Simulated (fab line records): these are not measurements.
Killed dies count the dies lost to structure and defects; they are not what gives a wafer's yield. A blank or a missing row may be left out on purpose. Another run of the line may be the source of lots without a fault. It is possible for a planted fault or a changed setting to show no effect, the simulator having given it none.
Chamber matching :: flow nand_harc :: NHARC_A_CHANNEL_HOLE_D1_DESCUM_15 on rie_diel-02 has 4 sister chambers
The step chemistry O2, time 3 s. 4 wafers are shown with their chamber, then 11 later ones without.

## EACH WAFER AND ITS CHAMBER
wafer: L086.1
chamber: 3
drypump_motor_current_A (A): 5.4

wafer: L086.2
chamber: 1
drypump_motor_current_A (A): 6.1

wafer: L089.5
chamber: 0
drypump_motor_current_A (A): 5.2

wafer: L091.1
chamber: 2
drypump_motor_current_A (A): 6.0

## WAFERS WITHOUT THEIR CHAMBER
wafer: L091.3
drypump_motor_current_A (A): 5.2

wafer: L091.4
drypump_motor_current_A (A): 6.1

wafer: L092.1
drypump_motor_current_A (A): 5.2

wafer: L092.2
drypump_motor_current_A (A): 5.4

wafer: L092.5
drypump_motor_current_A (A): 5.4

wafer: L095.1
drypump_motor_current_A (A): 6.0

wafer: L095.2
drypump_motor_current_A (A): 6.1

wafer: L095.4
drypump_motor_current_A (A): 5.4

wafer: L096.1
drypump_motor_current_A (A): 5.4

wafer: L096.3
drypump_motor_current_A (A): 6.0

wafer: L096.4
drypump_motor_current_A (A): 5.1

## WHICH CHAMBER EACH ONE RAN IN
wafer: L091.3
from the rows above: 0
in truth: 0

wafer: L091.4
from the rows above: 1
in truth: 1

wafer: L092.1
from the rows above: 0
in truth: 0

wafer: L092.2
from the rows above: 3
in truth: 3

wafer: L092.5
from the rows above: 3
in truth: 3

wafer: L095.1
from the rows above: 2
in truth: 2

wafer: L095.2
from the rows above: 1
in truth: 1

wafer: L095.4
from the rows above: 3
in truth: 3

wafer: L096.1
from the rows above: 3
in truth: 3

wafer: L096.3
from the rows above: 2
in truth: 2

wafer: L096.4
from the rows above: 0
in truth: 0
Correctly placed: 11 of 11. Number that these rows cannot place: 0. Placed wrongly: 0.
How it was worked out, from the rows above alone: a wafer's distance from a chamber is the root of the sum, over the readings, of the square of ((its reading less the chamber's mean) divided by the reading's scatter). The wafer belongs to the nearest chamber; if the next one is less than 2 further off, it can't be placed. A chamber's mean is the mean of its shown wafers. The scatter (one wafer shown for each chamber): square how far every hidden wafer sits from the nearest shown wafer, average those squares and take the square root.
